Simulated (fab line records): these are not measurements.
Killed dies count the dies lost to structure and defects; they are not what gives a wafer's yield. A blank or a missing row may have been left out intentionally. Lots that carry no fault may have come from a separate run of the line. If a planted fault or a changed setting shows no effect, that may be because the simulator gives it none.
Chamber matching / flow n5_finfet / 4 sister chambers for N5_BEOL_M5_ETCH_72 on rie_diel-01
The step etches underlayer in N2/H2, target depth 6.5 nm, time 5.2 s. 8 wafers are shown with their chamber, then 10 later ones without.

EACH WAFER AND ITS CHAMBER
wafer=L075.6; chamber=3; throttle_valve_pct (%)=17.3; showerhead_plenum_p_Torr (Torr)=2.57
wafer=L082.2; chamber=0; throttle_valve_pct (%)=17.7; showerhead_plenum_p_Torr (Torr)=2.70
wafer=L082.3; chamber=2; throttle_valve_pct (%)=17.6; showerhead_plenum_p_Torr (Torr)=2.46
wafer=L087.1; chamber=2; throttle_valve_pct (%)=17.6; showerhead_plenum_p_Torr (Torr)=2.46
wafer=L087.2; chamber=1; throttle_valve_pct (%)=18.2; showerhead_plenum_p_Torr (Torr)=2.40
wafer=L087.4; chamber=0; throttle_valve_pct (%)=17.8; showerhead_plenum_p_Torr (Torr)=2.70
wafer=L093.1; chamber=3; throttle_valve_pct (%)=17.3; showerhead_plenum_p_Torr (Torr)=2.56
wafer=L093.5; chamber=1; throttle_valve_pct (%)=18.2; showerhead_plenum_p_Torr (Torr)=2.40

WAFERS WHOSE CHAMBER IS MISSING
wafer=L093.6; throttle_valve_pct (%)=17.6; showerhead_plenum_p_Torr (Torr)=2.45
wafer=L094.2; throttle_valve_pct (%)=17.6; showerhead_plenum_p_Torr (Torr)=2.45
wafer=L094.3; throttle_valve_pct (%)=17.8; showerhead_plenum_p_Torr (Torr)=2.69
wafer=L094.5; throttle_valve_pct (%)=17.3; showerhead_plenum_p_Torr (Torr)=2.56
wafer=L096.1; throttle_valve_pct (%)=17.8; showerhead_plenum_p_Torr (Torr)=2.69
wafer=L096.3; throttle_valve_pct (%)=17.7; showerhead_plenum_p_Torr (Torr)=2.45
wafer=L096.5; throttle_valve_pct (%)=17.3; showerhead_plenum_p_Torr (Torr)=2.56
wafer=L095.1; throttle_valve_pct (%)=17.6; showerhead_plenum_p_Torr (Torr)=2.45
wafer=L095.2; throttle_valve_pct (%)=17.3; showerhead_plenum_p_Torr (Torr)=2.56
wafer=L095.4; throttle_valve_pct (%)=18.3; showerhead_plenum_p_Torr (Torr)=2.40

CHAMBER TAKEN BY EACH
wafer=L093.6; from the rows above=2; in truth=2
wafer=L094.2; from the rows above=2; in truth=2
wafer=L094.3; from the rows above=0; in truth=0
wafer=L094.5; from the rows above=3; in truth=3
wafer=L096.1; from the rows above=0; in truth=0
wafer=L096.3; from the rows above=2; in truth=2
wafer=L096.5; from the rows above=3; in truth=3
wafer=L095.1; from the rows above=2; in truth=2
wafer=L095.2; from the rows above=3; in truth=3
wafer=L095.4; from the rows above=1; in truth=1
Correctly placed: 10 of 10. From these rows, 0 cannot be placed. Placed wrongly: 0.
How it was worked out, from the rows above alone: a wafer's distance from a chamber is the root of the sum, over the readings, of the square of ((its reading less the chamber's mean) divided by the reading's scatter). If the next closest chamber is less than 2 further off than the closest, the wafer can't be placed; otherwise it belongs to the closest. A chamber's mean is the mean of its shown wafers. The scatter is the square root of a quotient: the sum, over the shown wafers, of each reading's squared deviation from its chamber's mean, divided by wafers minus chambers.
